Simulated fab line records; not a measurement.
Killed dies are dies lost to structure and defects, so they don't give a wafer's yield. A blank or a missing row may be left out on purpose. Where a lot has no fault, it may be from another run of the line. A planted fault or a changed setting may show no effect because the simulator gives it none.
Struck lot and sound lot, side by side -- flow nand_harc -- 14 out of 1302 route steps
Sound: these wafers, L199.2, L199.3, L199.6. Struck: wafers L211.4, L211.6. (L211.1 of the same lot was not struck and is left out.) The cause comes at the end.
Each step with rows lists, per side, the tool, then ch with its chambers, then its first start. Under that, the readings that differ: sound wafers -- struck wafers -- difference of the means -- sigmas: that difference in standard deviations of wafers without a fault.
alike: words and numbers the same on both sides, and readings whose means are apart by under 2 such deviations; not compared: readings that were withheld, readings missing a value for some wafer, numbers with overlapping values and no deviation given by the record, and bounds like >300 which may hide the same value.
A row with sigmas, a row that says differs or no value, or rows on one side alone: a step with any of these is where the two part. Non-overlapping numbers with no deviation appear without sigmas and do not part them. A reading that every wafer of one side lacks parts them only if that side has two wafers or more.

first, 1 step without rows for these wafers: NHARC_A_CONTACT_DEVELOP_07 (develop time 35 s).
NHARC_A_CONTACT_CD_MEAS_08 targets a cd of 200 nm.
  sound on cd_sem-01 ch 0, day 23 04:52; struck on cd_sem-02 ch 0, day 28 10:52
  alike: cd_nm
NHARC_A_CONTACT_OVL_MEAS_09:
  sound on overlay-01, day 23 04:57; struck on overlay-01, day 28 10:56
reading,sound,struck,difference,sigmas
overlay_x_nm (nm),0.9 0.9 0.2,-1.3 -1.1,-1.9,-2
  alike: overlay_y_nm
NHARC_A_CONTACT_INSPECT_10:
  sound on defect_inspect-02, day 23 04:59; struck on defect_inspect-02, day 28 10:59
reading,sound,struck,difference,sigmas
raw_defect_count,64 78 62,157 163,+92,+3
NHARC_A_CONTACT_DESCUM_13: chemistry O2, time 3 s.
  sound on rie_diel-03 ch 0,1,2, day 23 05:02; struck on rie_diel-03 ch 1,3, day 28 11:04
  alike: drypump_motor_current_A, oes_product_au, rf_vpp_V, showerhead_plenum_p_Torr, throttle_valve_pct
  not compared: rf_hours_counter_h
NHARC_A_CONTACT_ETCH_88: etches the open film in CF4, target depth 39 nm, time 65 s.
  sound on rie_diel-03 ch 0,1,3, day 23 05:08; struck on rie_diel-03 ch 0,2, day 28 11:09
  alike: drypump_motor_current_A, oes_product_au, rf_vpp_V, run_length_s, showerhead_plenum_p_Torr, throttle_valve_pct
  not compared: rf_hours_counter_h
then, 1 step without rows for these wafers: NHARC_A_CONTACT_ETCH_89 (etches the open film in N2/H2, target depth 260 nm, time 475.3 s).
NHARC_A_CONTACT_ETCH_30: etches the open film in CF4/CHF3, target depth 72.6 nm, time 36.3 s.
  sound on rie_diel-03 ch 0,2,3; struck on rie_diel-03 ch 1
  alike: drypump_motor_current_A, oes_product_au, rf_vpp_V, run_length_s, showerhead_plenum_p_Torr, throttle_valve_pct
  not compared: rf_hours_counter_h
then, 1 step without rows for these wafers: NHARC_A_CONTACT_ETCH_31 (etches the open film in O2/COS, target depth 2800 nm, time 728 s).
NHARC_A_CONTACT_ETCH_134: etches the open film in C4F8/O2/Ar, time 140 s, target depth 700 nm.
  sound on har_cap_etch-03 ch 0,1, day 23 06:11; struck on har_cap_etch-01 ch 1, day 28 12:24
  alike: run_length_s
  not compared: rf_hours_counter_h
then, 2 steps without rows for these wafers: NHARC_A_CONTACT_ETCH_135 (etches the open film in C4F8/O2/Ar, time 311 s, target depth 1912 nm); NHARC_A_CONTACT_ETCH_136 (etches the open film in C4F8/O2/Ar, time 311 s, target depth 1912 nm).
NHARC_A_CONTACT_ETCH_137: etches the open film in C4F8/O2/Ar, time 311 s, target depth 1912 nm.
  sound on har_cap_etch-03 ch 0,1, day 23 06:57; struck on har_cap_etch-01 ch 1, day 28 13:25
reading,sound,struck,difference,sigmas
run_length_s (s),311 311 311,377.47 377.47,+66.47,
  not compared: rf_hours_counter_h
NHARC_A_CONTACT_ETCH_138: etches the open film in C4F8/O2/Ar, time 311 s, target depth 1914 nm.
  sound on har_cap_etch-03 ch 0,1, day 23 07:13; struck on har_cap_etch-01 ch 1, day 28 13:47
  not compared: rf_hours_counter_h, run_length_s

== WHERE THEY PART ==
First at NHARC_A_CONTACT_OVL_MEAS_09; last, within this record, at NHARC_A_CONTACT_INSPECT_10. Later steps at which nothing parts them and some readings are alike: NHARC_A_CONTACT_DESCUM_13, NHARC_A_CONTACT_ETCH_88, NHARC_A_CONTACT_ETCH_30, NHARC_A_CONTACT_ETCH_134.

WHY: what had been put in by the simulator
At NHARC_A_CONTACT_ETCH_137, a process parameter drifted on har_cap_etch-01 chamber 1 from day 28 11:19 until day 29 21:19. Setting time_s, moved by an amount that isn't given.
